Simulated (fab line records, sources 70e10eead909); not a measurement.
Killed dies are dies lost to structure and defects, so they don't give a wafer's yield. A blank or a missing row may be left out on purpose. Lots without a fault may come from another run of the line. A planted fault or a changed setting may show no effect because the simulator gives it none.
Which tool did it? | flow nand_harc | 13 lots, 39 wafers sampled, at 5 steps of a route of 1159

WHAT THE GAUGES READ, wafer by wafer
NHARC_A_SLIT_INSPECT_11.
lot  | measured     | on                | raw_defect_count
L452 | day 14 17:16 | defect_inspect-02 | 27 25 17
L449 | day 14 17:26 | defect_inspect-01 | 20 18 32
L451 | day 14 17:35 | defect_inspect-02 | 15 14 16
L450 | day 14 19:14 | defect_inspect-01 | 18 27 16
L457 | day 16 14:58 | defect_inspect-02 | 16 23 17
L460 | day 17 07:20 | defect_inspect-01 | 11 9 10
L462 | day 17 18:55 | defect_inspect-02 | 28 39 25
L464 | day 18 06:43 | defect_inspect-01 | 42 31 31
L466 | day 18 21:14 | defect_inspect-01 | 7 6 12
L465 | day 19 04:53 | defect_inspect-02 | 37 33 20
L469 | day 19 19:33 | defect_inspect-01 | 39 49 31
L470 | day 19 19:55 | defect_inspect-01 | 19 21 12
L471 | day 20 08:14 | defect_inspect-02 | 17 19 17

NHARC_END_SORT_01.
lot  | measured     | on        | killed_at_array | killed_at_other | killed_at_periphery | killed_dies | killed_open | killed_short
L449 | day 20 05:32 | prober-02 | 677 677 674     | 0 0 1           | 0 0 2               | 677 677 677 | 3 5 2       | 3 1 3
L451 | day 20 06:18 | prober-01 | 668 669 667     | 0 0 0           | 9 8 10              | 677 677 677 | 3 5 4       | 3 2 5
L450 | day 20 14:07 | prober-01 | 674 673 674     | 1 0 0           | 2 4 3               | 677 677 677 | 3 0 6       | 2 6 5

WHICH TOOL RAN EACH LOT (tool, then ch and the chambers of the sampled wafers, then the start)
lot  | NHARC_A_WL_FILL_ALD_00           | NHARC_A_WL_FILL_RTA_01           | NHARC_A_WL_FILL_ETCHBACK_04
L452 | ald_hk-01 ch 0,3, day 15 04:52   | rtp_anneal-02 ch 0, day 15 05:06 | rie_metal-03 ch 0,1, day 15 10:26
L449 | ald_hk-01 ch 1,2, day 15 05:02   | rtp_anneal-01 ch 0, day 15 05:16 | rie_metal-01 ch 0,1, day 15 10:54
L451 | ald_hk-01 ch 0,3, day 15 05:11   | rtp_anneal-02 ch 0, day 15 05:28 | rie_metal-02 ch 0,1, day 15 13:17
L450 | ald_hk-02 ch 2,3, day 15 08:25   | rtp_anneal-02 ch 0, day 15 08:43 | rie_metal-02 ch 1, day 15 16:34
L457 | ald_hk-03 ch 1,3, day 17 04:09   | rtp_anneal-02 ch 0, day 17 04:23 | rie_metal-03 ch 0,1, day 17 08:25
L460 | ald_hk-01 ch 0,2,3, day 17 18:34 | rtp_anneal-02 ch 0, day 17 19:01 | rie_metal-02 ch 0, day 18 02:41
L462 | ald_hk-01 ch 0,1,2, day 18 09:09 | rtp_anneal-02 ch 0, day 18 09:38 | rie_metal-02 ch 0,1, day 18 16:17
L464 | ald_hk-01 ch 0,1,2, day 18 17:58 | rtp_anneal-01 ch 0, day 18 18:11 | rie_metal-01 ch 0,1, day 18 22:31
L466 | ald_hk-02 ch 0,1,2, day 19 08:17 | rtp_anneal-01 ch 0, day 19 08:43 | rie_metal-01 ch 0,1, day 19 17:43
L465 | ald_hk-01 ch 1,2, day 19 18:56   | rtp_anneal-02 ch 0, day 19 19:11 | rie_metal-01 ch 0,1, day 20 01:13
L469 | ald_hk-01 ch 0,1,3, day 20 10:26 | rtp_anneal-02 ch 0, day 20 10:42 | rie_metal-02 ch 0,1, day 20 19:04
L470 | ald_hk-01 ch 0,2,3, day 20 10:17 | rtp_anneal-01 ch 0, day 20 10:35 | rie_metal-01 ch 0,1, day 20 17:49
L471 | ald_hk-01 ch 1,2, day 20 19:22   | rtp_anneal-01 ch 0, day 20 19:47 | rie_metal-03 ch 0, day 21 05:42
- NHARC_A_WL_FILL_ALD_00: deposits Al2O3, target thk 3 nm, pulse time 3 s, ald cycles 30.
- NHARC_A_WL_FILL_RTA_01: time 5 s.
- NHARC_A_WL_FILL_ETCHBACK_04: etches the open film in NF3, target depth 60 nm, time 120 s.

WHAT THE TOOLS THEMSELVES READ (means of the sampled wafers that have a number; where no wafer has one, the mark that the record gives instead)
NHARC_A_WL_FILL_ALD_00.
lot  | tool      | heater_power_w (W) | precursor_pulse_height_rel
L452 | ald_hk-01 | 482                | 0.980
L449 | ald_hk-01 | 489                | 0.991
L451 | ald_hk-01 | 544                | 0.988
L450 | ald_hk-02 | 539                | 1.020
L457 | ald_hk-03 | 460                | 0.997
L460 | ald_hk-01 | 513                | 0.989
L462 | ald_hk-01 | 449                | 1.020
L464 | ald_hk-01 | 448                | 1.000
L466 | ald_hk-02 | 490                | 1.009
L465 | ald_hk-01 | 502                | 0.971
L469 | ald_hk-01 | 478                | 1.018
L470 | ald_hk-01 | 498                | 1.009
L471 | ald_hk-01 | 506                | 1.000

NHARC_A_WL_FILL_RTA_01.
lot  | tool          | lamp_power_pct (%) | lamp_zone_3_pct (%) | wafer_temp_C_max
L452 | rtp_anneal-02 | 23.2               | 23.2                | 1004.8
L449 | rtp_anneal-01 | 28.9               | 28.9                | 1003.1
L451 | rtp_anneal-02 | 23.1               | 23.1                | 1003.4
L450 | rtp_anneal-02 | 23.1               | 23.1                | 1005.1
L457 | rtp_anneal-02 | 23.1               | 23.1                | 1003.8
L460 | rtp_anneal-02 | 23.2               | 23.1                | 1003.2
L462 | rtp_anneal-02 | 23.1               | 23.2                | 1003.3
L464 | rtp_anneal-01 | 28.9               | 28.9                | 1002.0
L466 | rtp_anneal-01 | 28.9               | 28.9                | 1002.6
L465 | rtp_anneal-02 | 23.2               | 23.2                | 1003.5
L469 | rtp_anneal-02 | 23.1               | 23.2                | 1003.6
L470 | rtp_anneal-01 | 28.9               | 28.9                | 1002.2
L471 | rtp_anneal-01 | 28.9               | 28.9                | 1003.2

NHARC_A_WL_FILL_ETCHBACK_04.
lot  | tool         | chamber_pressure_mTorr (mTorr) | drypump_motor_current_A (A) | oes_product_au (a.u.)
L452 | rie_metal-03 | 300.02                         | 5.9                         | 0.998
L449 | rie_metal-01 | -                              | -                           | -
L451 | rie_metal-02 | -                              | -                           | -
L450 | rie_metal-02 | -                              | -                           | -
L457 | rie_metal-03 | 300.07                         | 5.8                         | 1.001
L460 | rie_metal-02 | 299.71                         | 4.9                         | 1.013
L462 | rie_metal-02 | 300.17                         | 5.7                         | 1.003
L464 | rie_metal-01 | 300.15                         | 5.6                         | 1.001
L466 | rie_metal-01 | 299.80                         | 5.6                         | 0.991
L465 | rie_metal-01 | 299.98                         | 5.6                         | 1.008
L469 | rie_metal-02 | 299.87                         | 5.3                         | 1.002
L470 | rie_metal-01 | 300.01                         | 5.7                         | 1.004
L471 | rie_metal-03 | 299.98                         | 6.0                         | 1.005

THE ANSWER, worked out from the rows above alone
Rule: what is usual is taken from the lots themselves. Put in order of their means at a reading, lots are off if they are a third of the lots or fewer, leave a main group of 4 or more, and stand apart from it by a gap of 3 or more times the standard deviation of the main group's means; of several such gaps the widest counts. A main group whose means are all the same, to the digits that the tables above print for the reading, isn't used. A lot without any number at a reading at which 4 lots or more have one is off too. The other lots that the step has rows for count as sound. The gauges are gone through in route order, then the tools' own readings, and for those a lot's mean is taken as printed above. The first step at which some lot is off is used, and at that step the reading that is off furthest; a lot without a number counts as furthest.
Off: L449, L451, L450, at NHARC_A_WL_FILL_ETCHBACK_04 (chamber_pressure_mTorr). Without a number there: L449, L451, L450. The main group: mean 299.98 mTorr, standard deviation 0.14.
A tool fits if, at that step or a process step before it, it ran every lot that is off, and no sound lot after the first of them. None of those tried fits.

WHAT THE SIMULATOR HAD PUT IN
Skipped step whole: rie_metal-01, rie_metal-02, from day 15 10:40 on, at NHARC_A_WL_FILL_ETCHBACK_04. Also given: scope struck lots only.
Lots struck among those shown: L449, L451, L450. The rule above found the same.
